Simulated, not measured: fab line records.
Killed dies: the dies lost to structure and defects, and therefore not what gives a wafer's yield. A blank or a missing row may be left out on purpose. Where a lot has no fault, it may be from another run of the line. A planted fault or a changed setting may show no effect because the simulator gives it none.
One fault seen from 2 desks	flow n5-finfet	each desk has only its own numbers; what lay behind them comes last

DESK OF THE TOOL OWNER: rie-diel-04
The tool's own readings at N5_FIN_SAQP_SPACER1_ETCHBACK_25 (etches SiO2 in CHF3/O2, target depth 24.4 nm, time 12.2 s): means of the sampled wafers that have a number, for each lot that ran on this tool. Any lot whose mean is over 4 standard deviations away from the usual mean is out of limits and marked OUT; that distance is given in the brackets. 7 of its 8 readings are shown, namely those furthest out on some lot.
Columns: A = CHF3_flow_sccm at N5_FIN_SAQP_SPACER1_ETCHBACK_25, usual 50.01 sccm; B = O2_flow_sccm at N5_FIN_SAQP_SPACER1_ETCHBACK_25, usual 5.000 sccm; C = drypump-motor-current-A at N5_FIN_SAQP_SPACER1_ETCHBACK_25, usual 5.50 A; D = oes-product-au at N5_FIN_SAQP_SPACER1_ETCHBACK_25, usual 0.75 a.u.; E = rf-fwd-power-W at N5_FIN_SAQP_SPACER1_ETCHBACK_25, usual 646.3 W; F = rf-vpp-V at N5_FIN_SAQP_SPACER1_ETCHBACK_25, usual 520 V; G = throttle-valve-pct at N5_FIN_SAQP_SPACER1_ETCHBACK_25, usual 18.84 %
lot	first seen here	A	B	C	D	E	F	G
L301	day 6 23:38	50.05	4.997	5.38	0.72	645.8	517	18.79
L303	day 7 11:56	49.95	4.992	5.65	0.72	643.5	515	18.86
L304	day 7 18:17	49.94	5.000	5.57	0.70	649.1	520	18.82
This desk's finding: nothing out of limits on any of the 3 lots.

METROLOGY DESK
What the gauges read for every lot (on any tool): the sampled wafers with a number, averaged. Any lot whose mean is over 4 standard deviations away from the usual mean is out of limits and marked OUT; that distance is given in the brackets. 7 of its 12 readings are shown, namely those furthest out on some lot.
Columns: A = FIN_CORE_OVL at N5_FIN_SAQP_OVL_MEAS_17, usual -0.2 nm; B = DIBL_N at N5_BEOL_M4_RC_MEAS_101, usual 36.8 mV/V; C = IOFF_P at N5_BEOL_M4_RC_MEAS_101, usual 0.22 nA/um; D = ION_N at N5_BEOL_M4_RC_MEAS_101, usual 675 uA/um; E = SS_P at N5_BEOL_M4_RC_MEAS_101, usual 73.4 mV/dec; F = VT_N at N5_BEOL_M4_RC_MEAS_101, usual 249 mV; G = VT_P at N5_BEOL_M4_RC_MEAS_101, usual -250 mV
lot	first seen here	A	B	C	D	E	F	G
L284	day 2 15:56	0.2	34.3	0.19	666	73.3	252	-251
L286	day 3 03:47	-1.4	-	-	-	-	-	-
L287	day 3 10:31	-1.1	-	-	-	-	-	-
L297	day 5 21:35	-0.2	35.2	0.21	672	73.2	253	-248
L298	day 6 03:23	0.6	36.3	0.17	672	73.2	253	-255
L299	day 6 09:32	-0.5	38.5	0.21	679	74.1	250	-254
L301	day 6 21:30	1.1	35.4	0.16	678	73.2	252	-253
L303	day 7 09:25	1.0	39.0	0.25	688	73.9	245	-248
L304	day 7 16:14	0.5	35.8	0.19	659	72.3	253	-250
This desk's finding: nothing out of limits on any of the 9 lots.

ALL TOGETHER
The desk of the tool owner found nothing out of limits.
From the metrology desk's view, nothing was out of limits.

WHAT THE SIMULATOR PUT IN
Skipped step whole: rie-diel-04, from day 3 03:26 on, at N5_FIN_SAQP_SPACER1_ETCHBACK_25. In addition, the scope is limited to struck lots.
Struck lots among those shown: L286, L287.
